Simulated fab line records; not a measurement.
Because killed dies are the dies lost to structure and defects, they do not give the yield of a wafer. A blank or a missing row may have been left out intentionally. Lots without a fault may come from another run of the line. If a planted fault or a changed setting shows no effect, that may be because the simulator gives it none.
What tool caused it? ; flow n5Finfet ; Sampling: 10 lots, 30 wafers, 5 of 1938 route steps

## WHAT EACH GAUGE READ, for each wafer
No reading from a measuring or inspecting step in the record can be judged against a usual standard deviation.

## WHAT TOOL EACH LOT RAN ON (gives the tool, then ch and the chambers of the sampled wafers, and finally the start)
lot;N5_BEOL_M15_DEGAS_41;N5_MIM_TOP_ETCH_ETCH_00;N5_PASSIVATION_PASS_ETCH_74;N5_PASSIVATION_VIA_ETCH_13;N5_PASSIVATION_PROBE_49
L263;pvdSputter-01, day 11 14:03;rieMetal-01 ch 1, day 11 20:02;rieDiel-04 ch 1,2,3, day 11 23:08;rieDiel-04 ch 1,2,3, day 11 23:14;-
L264;pvdSputter-03, day 11 21:20;rieMetal-03 ch 0,1, day 12 02:08;rieDiel-03 ch 0,2, day 12 04:25;rieDiel-03 ch 0,2, day 12 04:30;-
L267;pvdSputter-01, day 12 17:54;rieMetal-02 ch 0,1, day 13 00:52;rieDiel-02 ch 1,2,3, day 13 03:49;rieDiel-02 ch 1,2,3, day 13 03:55;-
L276;pvdSputter-02, day 14 21:08;rieMetal-01 ch 0,1, day 15 04:12;rieDiel-02 ch 1,2,3, day 15 07:25;rieDiel-02 ch 1,2,3, day 15 07:31;-
L273;pvdSputter-03, day 15 02:22;rieMetal-03 ch 0,1, day 15 08:09;rieDiel-03 ch 1,2, day 15 20:44;rieDiel-03 ch 1,2, day 15 20:50;-
L277;pvdSputter-01, day 15 02:45;rieMetal-01 ch 0, day 15 08:11;rieDiel-04 ch 0,1,3, day 15 20:42;rieDiel-04 ch 0,1,3, day 15 20:47;-
L279;pvdSputter-01, day 16 03:38;rieMetal-02 ch 0,1, day 16 13:23;rieDiel-02 ch 2,3, day 16 15:59;rieDiel-02 ch 2,3, day 16 16:05;-
L280;pvdSputter-02, day 16 15:10;rieMetal-02 ch 1, day 16 19:01;rieDiel-02 ch 1,2, day 16 21:23;rieDiel-02 ch 1,2, day 16 21:29;-
L282;pvdSputter-03, day 16 18:50;rieMetal-01 ch 0,1, day 17 01:57;rieDiel-02 ch 2,3, day 17 04:25;rieDiel-02 ch 2,3, day 17 04:30;prober-01, day 17 11:12
L284;pvdSputter-01, day 16 21:47;rieMetal-02 ch 0,1, day 17 02:31;rieDiel-02 ch 1,2,3, day 17 04:53;rieDiel-02 ch 1,2,3, day 17 04:59;-
- N5_BEOL_M15_DEGAS_41: time 60 s.
- N5_MIM_TOP_ETCH_ETCH_00: etches TiN in Cl2/BCl3, target depth 38.5 nm.
- N5_PASSIVATION_PASS_ETCH_74: etches SiNx in CF4/O2, target depth 220 nm, time 110 s.
- N5_PASSIVATION_VIA_ETCH_13: etches SiO2 in CHF3/O2, target depth 660 nm, time 330 s.
- N5_PASSIVATION_PROBE_49

## AS READ BY THE TOOLS THEMSELVES (means over the sampled wafers that have a number; for cases with no such wafer, the mark the record gives instead)
N5_BEOL_M15_DEGAS_41. Usual: 470 W for heaterPowerW, sd 44.
lot;tool;heaterPowerW (W);flag
L263;pvdSputter-01;499;
L264;pvdSputter-03;446;
L267;pvdSputter-01;460;
L276;pvdSputter-02;489;
L273;pvdSputter-03;439;
L277;pvdSputter-01;507;
L279;pvdSputter-01;446;
L280;pvdSputter-02;492;
L282;pvdSputter-03;474;
L284;pvdSputter-01;465;

N5_MIM_TOP_ETCH_ETCH_00. Usual: drypumpMotorCurrentA 5.5 A, standard deviation 0.4; mfcArSccm 25.00 sccm, standard deviation 0.074; oesProductAu 0.80 a.u., standard deviation 0.067; rfFwdPowerW 995 W, standard deviation 3.8; throttleValvePct 22.66 %, standard deviation 0.12.
lot;tool;drypumpMotorCurrentA (A);mfcArSccm (sccm);oesProductAu (a.u.);rfFwdPowerW (W);throttleValvePct (%);flag
L263;rieMetal-01;5.2;25.00;0.84;996;22.63;
L264;rieMetal-03;5.9;25.08;0.83;999;22.57;
L267;rieMetal-02;5.4;24.98;0.83;993;22.57;
L276;rieMetal-01;5.2;25.07;0.78;998;22.71;
L273;rieMetal-03;5.7;25.09;0.75;997;22.69;
L277;rieMetal-01;5.3;25.00;0.73;998;22.85;
L279;rieMetal-02;5.4;24.96;0.81;989;22.59;
L280;rieMetal-02;5.2;25.06;0.78;993;22.56;
L282;rieMetal-01;5.3;24.97;0.75;997;22.79;
L284;rieMetal-02;5.7;25.02;0.83;993;22.62;

N5_PASSIVATION_PASS_ETCH_74. Usual: drypumpMotorCurrentA 5.9 A, standard deviation 0.51; mfcArSccm 100.0 sccm, standard deviation 0.34; oes_f_703_au 0.76 a.u., standard deviation 0.082; oesProductAu 0.76 a.u., standard deviation 0.091; rfFwdPowerW 532.7 W, standard deviation 1.7; rfVppV 242 V, standard deviation 3; showerheadPlenumPTorr 2.21 Torr, standard deviation 0.08; throttleValvePct 16.01 %, standard deviation 0.17.
lot;tool;drypumpMotorCurrentA (A);mfcArSccm (sccm);oes_f_703_au (a.u.);oesProductAu (a.u.);rfFwdPowerW (W);rfVppV (V);showerheadPlenumPTorr (Torr);throttleValvePct (%);flag
L263;rieDiel-04;5.8;99.8;0.73;0.72;532.6;241;2.25;16.07;
L264;rieDiel-03;5.5;100.1;0.78;0.78;533.1;241;2.24;15.85;
L267;rieDiel-02;6.3;100.1;0.78;0.78;532.4;241;2.18;15.94;
L276;rieDiel-02;6.3;99.9;0.76;0.76;532.4;242;2.18;15.97;
L273;rieDiel-03;5.7;100.7;0.69;0.68;532.1;239;2.17;16.04;
L277;rieDiel-04;6.1;99.9;0.79;0.78;532.5;244;2.29;16.09;
L279;rieDiel-02;6.4;99.9;0.79;0.80;532.0;243;2.22;15.93;
L280;rieDiel-02;6.1;99.8;0.69;0.69;534.6;239;2.15;16.04;
L282;rieDiel-02;6.3;99.5;0.61;0.68;447.0;266;2.20;15.99;OFF
L284;rieDiel-02;6.4;100.3;0.68;0.72;489.7;253;2.17;15.99;OFF

N5_PASSIVATION_VIA_ETCH_13. Usual: drypumpMotorCurrentA 5.9 A, standard deviation 0.51; etchRfOnTimeS 237 s, standard deviation 5.1; mfcArSccm 200.0 sccm, standard deviation 0.57; oes_f_703_au 0.76 a.u., standard deviation 0.081; oesProductAu 0.69 a.u., standard deviation 0.082; rfFwdPowerW 647.8 W, standard deviation 2.1; rfVppV 526 V, standard deviation 6.4; showerheadPlenumPTorr 2.42 Torr, standard deviation 0.091; throttleValvePct 18.89 %, standard deviation 0.16.
lot;tool;drypumpMotorCurrentA (A);etchRfOnTimeS (s);mfcArSccm (sccm);oes_f_703_au (a.u.);oesProductAu (a.u.);rfFwdPowerW (W);rfVppV (V);showerheadPlenumPTorr (Torr);throttleValvePct (%);flag
L263;rieDiel-04;5.8;235;200.0;0.73;0.64;649.2;523;2.46;18.96;
L264;rieDiel-03;5.5;233;200.3;0.78;0.71;644.7;524;2.45;18.71;
L267;rieDiel-02;6.3;240;200.4;0.78;0.71;648.1;524;2.38;18.78;
L276;rieDiel-02;6.3;241;200.0;0.76;0.69;647.6;524;2.38;18.82;
L273;rieDiel-03;5.7;242;200.0;0.69;0.61;647.4;521;2.37;18.86;
L277;rieDiel-04;6.1;232;199.8;0.79;0.70;646.9;530;2.52;19.00;
L279;rieDiel-02;6.5;238;200.3;0.80;0.73;646.2;527;2.42;18.81;
L280;rieDiel-02;6.2;241;200.3;0.70;0.63;647.7;520;2.35;18.83;
L282;rieDiel-02;6.3;241;200.5;0.75;0.67;648.2;525;2.40;18.81;
L284;rieDiel-02;6.3;236;200.0;0.75;0.68;646.5;524;2.37;18.83;

N5_PASSIVATION_PROBE_49. Usual: defectLimitedYield 91.3 %, standard deviation 1.5; killed_at_M0_to_M3 33, standard deviation 12; killed_at_M4_up 13, standard deviation 5.2; killedAtContacts 13, standard deviation 6.7; killedAtFrontEnd 40, standard deviation 11; killedAtOther 4.1, standard deviation 2.7; killedDies 103, standard deviation 17; killedOpen 69, standard deviation 13; killedShort 33, standard deviation 8.4; sort_bin_5_function 5.1 %, standard deviation 1; sort_bin_6_memory 3.2 %, standard deviation 0.62; sortNPass 1077, standard deviation 17; sortYieldPct 91.3 %, standard deviation 1.5.
lot;tool;defectLimitedYield (%);killed_at_M0_to_M3;killed_at_M4_up;killedAtContacts;killedAtFrontEnd;killedAtOther;killedDies;killedOpen;killedShort;sort_bin_5_function (%);sort_bin_6_memory (%);sortNPass;sortYieldPct (%);flag
L282;prober-01;92.9;23;10;17;21;13.0;84;56;27;4.4;2.5;1096;92.9;OFF

## THE ANSWER, worked out from the rows above alone
Rule: take the mean of a lot's wafers that have a number; if it is more than 3 standard deviations from the usual mean, the lot is off. A lot without any number at a reading at which 4 lots or more have one is off too. All remaining lots with rows at the step are treated as sound. Order of review: gauges by route order, followed by the tools' own readings, for which a lot's mean as printed above is used. The first step at which some lot is off is used, and at that step the reading that is off furthest; a lot without a number counts as furthest.
Off: L282, L284, at N5_PASSIVATION_PASS_ETCH_74 (rfFwdPowerW).
If a tool, at that step or one of the process steps before it, ran each lot that is off and ran no sound lot following the first of them, it fits. One fits: rieDiel-02 at N5_PASSIVATION_PASS_ETCH_74. Its last sound lot is L280 (day 16 21:23), its first lot that is off L282 (day 17 04:25): a fault that began between those two fits.
The tool's own readings at N5_PASSIVATION_PASS_ETCH_74 bear it out: on the lots that are off they differ by more than 5 times the standard deviation of the sound lots' means. rfFwdPowerW reads 468.4 W there against 532.7 W on the sound lots; rfVppV reads 260 V there against 241 V on the sound lots.

## WHAT HAD BEEN PUT IN BY THE SIMULATOR
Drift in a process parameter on rieDiel-02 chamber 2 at N5_PASSIVATION_PASS_ETCH_74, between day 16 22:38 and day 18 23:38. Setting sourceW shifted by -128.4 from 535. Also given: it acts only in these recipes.
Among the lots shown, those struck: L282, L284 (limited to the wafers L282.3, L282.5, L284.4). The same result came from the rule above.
